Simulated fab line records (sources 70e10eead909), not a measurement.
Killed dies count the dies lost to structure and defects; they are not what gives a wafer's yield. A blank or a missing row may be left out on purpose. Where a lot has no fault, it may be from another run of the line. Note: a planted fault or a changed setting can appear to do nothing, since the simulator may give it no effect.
8D (eight disciplines) problem report, filled in by code | flow nand harc | the parts of the form that need people (team, actions taken, sign-off) are left out

1. THE ISSUE
Wafers with no fault read 514 with a standard deviation of 100, whereas raw defect count at NHARC_A_BLC_INSPECT_28 reads a mean of 1763 on 1 wafer of 1 lot. Measured from the usual mean, that is +12 standard deviations.
The first sign was on wafer L795.6 at day 27 23:06, on defect inspect-02. Wafers with a number at this step in the record: 33, from 11 lots. By rule, "out" or "out of limits" means more than 4 standard deviations away from the usual mean. Any other wafer with a number is counted as sound.

2. WHAT IT IS; WHAT IT IS NOT
question                    | is                | is not
which readings at this step | raw defect count  | -
which lots                  | L795              | L783, L784, L787, L788, L789, L790, L800, L803, L805, L806
which wafers of those lots  | L795.6            | L795.3, L795.5
read on which gauges        | defect inspect-02 | defect inspect-01
when                        | from day 27 23:06 | up to then (20 sound wafers); but 12 sound wafers of L800, L803, L805, L806 came after

3. THE SUSPECTS, EACH WITH WHAT RULES IT OUT
Counting: any tool at a process step up to the reading remains a suspect provided it ran every lot that is out. Sound lots after the first of them don't rule it out here, since some wafers of a struck lot are sound.
- the gauge at NHARC_A_BLC_INSPECT_28 has been ruled out. All the wafers that are out were read on defect inspect-02, but those of them that NHARC_A_M0_INSPECT_11 has rows for are out there too, on other tools.
- rie diel-07 at NHARC_A_BLC_STRIP_21 (strips in O2): kept. It processed L795, the lot that is out, at day 27 21:19, and its most recent sound lot before then was L790 at day 25 12:11.
- pvd sputter-03 at NHARC_A_BLC_PVD_32 (deposits Ti, target thk 5 nm, time 17.7 s): kept. It processed L795, the lot that is out, at day 27 22:43, and its most recent sound lot before then was L788 at day 23 22:47. Because NHARC_A_BLC_PVD_32 lacks a start for some lots, the hours and order of its lots are taken from NHARC_A_BLC_CMP_25.
- cmp-02 at NHARC_A_BLC_CMP_25 (polishes, t overpolish 30 s, target thk 150 nm): kept. It processed L795, the lot that is out, at day 27 22:43, and its most recent sound lot before then was L790 at day 25 13:35.
- At NHARC_A_BLC_STRIP_21, inside rie diel-07: chamber 2 took the wafers that are out, while their sound lot-mates went through chambers 1, 3.
- At NHARC_A_BLC_CMP_25 on cmp-02, chamber 2 took the sound wafers of the same lots and chamber 1 took the wafers that are out.
Left after counting: rie diel-07 at NHARC_A_BLC_STRIP_21, pvd sputter-03 at NHARC_A_BLC_PVD_32, cmp-02 at NHARC_A_BLC_CMP_25.

4. THE CAUSE (what the simulator had put in)
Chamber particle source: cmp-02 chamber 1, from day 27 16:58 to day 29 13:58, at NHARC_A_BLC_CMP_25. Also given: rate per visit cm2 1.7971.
Counting left 3 suspects, and this tool is among them.

5. SEQUENCE OF EFFECTS, ordered by route
Rows list readings where the struck wafers' mean (over those with a number) sits beyond 3 standard deviations from the usual. Only readings whose record carries a usual standard deviation are examined. hours: median over the lots of the time between each lot's start at the first step of this table that gives one and its start at this step. sigmas: the change, counted in usual standard deviations.
hours | step                   | reading          | usual | on struck wafers | change | sigmas
0     | NHARC_A_BLC_INSPECT_28 | raw defect count | 514   | 1763             | +1249  | +12
1     | NHARC_A_M0_INSPECT_11  | raw defect count | 82    | 1295             | +1213  | +36
46    | NHARC_END_SORT_01      | killed at array  | 51    | 553              | +502   | +30
46    | NHARC_END_SORT_01      | killed dies      | 56    | 554              | +498   | +29

6. HOW IT WOULD HAVE BEEN CAUGHT EARLIER
6 hours passed between the start of the fault at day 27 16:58 and the first reading out of limits at a measuring or inspecting step in this record, taken at day 27 23:06.
Of the tool readings at NHARC_A_BLC_CMP_25 for which the record gives a usual standard deviation, none was out on any struck wafer, so an alarm limit of 4 standard deviations on them would not have fired.
The start of NHARC_A_BLC_CMP_25 on cmp-02 came by day 27 23:06 for every one of the lots that are out (1). Had the tool been put on hold then, not one of them would have been saved.
